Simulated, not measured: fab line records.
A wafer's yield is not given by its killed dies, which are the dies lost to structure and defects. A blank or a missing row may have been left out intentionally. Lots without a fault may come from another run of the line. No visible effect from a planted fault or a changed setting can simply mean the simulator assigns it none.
A struck lot beside a sound one	flow nand-harc	13 out of 1302 route steps
Sound: these wafers, L398.1, L398.5, L398.6. Struck: wafers L413.1, L413.5, L413.6. Last of all comes the cause.
At each step with rows: each side's tool, then ch and its chambers, then its first start. Under that, the readings that differ: sound wafers	struck wafers	difference of the means	sigmas: that difference in standard deviations of wafers without a fault.
alike: readings whose means differ by less than 2 such deviations, and words and numbers that are the same on both sides. not compared: withheld readings, readings that some wafer has no value for, bounds like >300 that may hide the same value, and numbers for which the record gives no deviation and whose values overlap.
Wherever a step has rows on one side only, a row that says differs or no value, or a row with sigmas, the two part there. Numbers that don't overlap but have no deviation are shown without sigmas and don't part them. A reading missing from all wafers of one side parts the sides only when that side holds two or more wafers.

NHARC_A_CHANNEL_FILL_D1_THK_MEAS_06: measures by ellipsometry.
  sound on film-metro-01 at day 11 02:08; struck on film-metro-02 at day 16 09:02
  alike: thk-nm
NHARC_A_CHANNEL_FILL_D1_ALD_25: deposits SiOx, target thk 60 nm, pulse time 10 s, ald cycles 600.
  sound on ald-hk-01 ch 1,2,3, day 11 03:26; struck on ald-hk-04 ch 0,1, day 16 10:14
  alike: heater-power-outer-w, heater-power-w, precursor-pulse-height-rel
NHARC_A_CHANNEL_FILL_D1_ETCHBACK_08: etches the open film in C4F8, target depth 220 nm, time 110 s.
  sound on rie-diel-11 ch 1,2,3; struck on rie-diel-04 ch 0,2
  alike: oes-product-au, rf-vpp-V
  not compared: rf-hours-counter-h
NHARC_A_CHANNEL_FILL_D1_STRIP_29: strips in O2, time 20 s.
  sound on rie-diel-11 ch 2,3; struck on rie-diel-04 ch 0,3, day 16 15:22
  alike: drypump-motor-current-A, oes-product-au, rf-vpp-V, showerhead-plenum-p-Torr, throttle-valve-pct
  not compared: rf-hours-counter-h
then, 3 steps without rows for these wafers: NHARC_A_CHANNEL_FILL_D1_PRECLEAN_30 (cleans in dHF, time 30 s); NHARC_A_CHANNEL_FILL_D1_SRD_31; NHARC_A_CHANNEL_FILL_D1_CVD_09 (deposits poly-Si, target thk 150 nm, time 3000 s).
NHARC_A_CHANNEL_FILL_D1_CMP_10: polishes, target thk 150 nm.
  sound on cmp-04 ch 0,1,2, day 11 13:42; struck on cmp-04 ch 0,1,3, day 16 21:08
  alike: motor-current-A, slurry-filter-dp-kPa, slurry-flow-ml-min, time-to-endpoint-s
  not compared: pad-life-wafers
following that, these wafers have no rows for 1 step: NHARC_A_CHANNEL_FILL_D1_SRD_12.
NHARC_A_CHANNEL_FILL_D1_INSPECT_13:
  sound on defect-inspect-01 at day 11 14:04; struck on defect-inspect-02 at day 16 21:31
  alike: raw-defect-count
NHARC_A_DECK1_JOINT_ETCHBACK_07: etches the open film in HBr, target depth 105 nm, time 26.9 s.
  sound on rie-si-03 ch 0,1,3, day 11 14:10; struck on rie-si-03 ch 0,3, day 16 21:35
reading	sound	struck	difference	sigmas
oes-product-au (a.u.)	1.002 1.006 1.017	0.962 0.961 0.963	-0.046	-7
  alike: drypump-motor-current-A, throttle-valve-pct
  not compared: rf-hours-counter-h
then, 2 steps without rows for these wafers: NHARC_A_DECK1_JOINT_ETCH_25 (etches SiO2 in dHF, target depth 0.5 nm); NHARC_END_SORT_01.

## WHERE THEY PART
Only at NHARC_A_DECK1_JOINT_ETCHBACK_07, within this record.

WHY: whatever the simulator had introduced
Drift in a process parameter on rie-si-03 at NHARC_A_DECK1_JOINT_ETCHBACK_07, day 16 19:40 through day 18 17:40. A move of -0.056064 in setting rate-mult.
